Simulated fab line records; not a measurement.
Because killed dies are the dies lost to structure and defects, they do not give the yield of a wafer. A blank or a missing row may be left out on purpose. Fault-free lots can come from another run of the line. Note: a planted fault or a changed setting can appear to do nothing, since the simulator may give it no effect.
Chamber matching | flow nand-harc | 4 sister chambers for NHARC_A_CONTACT_DESCUM_13 on rie-diel-02
The step chemistry O2, time 3 s. 8 wafers are shown with their chamber, then 8 later ones without.

== WAFERS WITH THEIR CHAMBER ==
wafer  | chamber | drypump-motor-current-A (A) | showerhead-plenum-p-Torr (Torr)
L077.2 | 2       | 5.3                         | 1.87
L076.1 | 1       | 6.3                         | 1.78
L076.2 | 2       | 5.3                         | 1.87
L076.6 | 3       | 6.4                         | 1.78
L084.1 | 3       | 6.4                         | 1.77
L084.2 | 1       | 6.2                         | 1.77
L084.6 | 0       | 5.7                         | 1.78
L090.1 | 0       | 5.7                         | 1.77

== WAFERS WITH NO CHAMBER GIVEN ==
wafer  | drypump-motor-current-A (A) | showerhead-plenum-p-Torr (Torr)
L090.5 | 6.2                         | 1.77
L090.6 | 5.7                         | 1.77
L091.2 | 5.3                         | 1.86
L091.5 | 6.3                         | 1.77
L091.6 | 5.7                         | 1.77
L096.2 | 5.7                         | 2.08
L096.3 | 6.4                         | 2.08
L096.6 | 5.3                         | 1.86

== THE CHAMBER EACH PASSED THROUGH ==
wafer  | from the rows above     | in truth
L090.5 | 1                       | 1
L090.6 | 0                       | 0
L091.2 | 2                       | 2
L091.5 | can't be placed: 1 or 3 | 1
L091.6 | 0                       | 0
L096.2 | 2                       | 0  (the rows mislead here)
L096.3 | 2                       | 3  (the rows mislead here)
L096.6 | 2                       | 2
Placed correctly: 5 of 8. Unplaceable from these rows: 1, with the true chamber sitting among the candidates in 1. Number placed wrongly: 2.
How it was worked out, from the rows above alone: a wafer's distance from a chamber is the root of the sum, over the readings, of the square of ((its reading less the chamber's mean) divided by the reading's scatter). The wafer belongs to the nearest chamber; if the next one is less than 2 further off, it can't be placed. A chamber's mean is the mean of its shown wafers. The scatter is the square root of a quotient: the sum, over the shown wafers, of each reading's squared deviation from its chamber's mean, divided by wafers minus chambers.
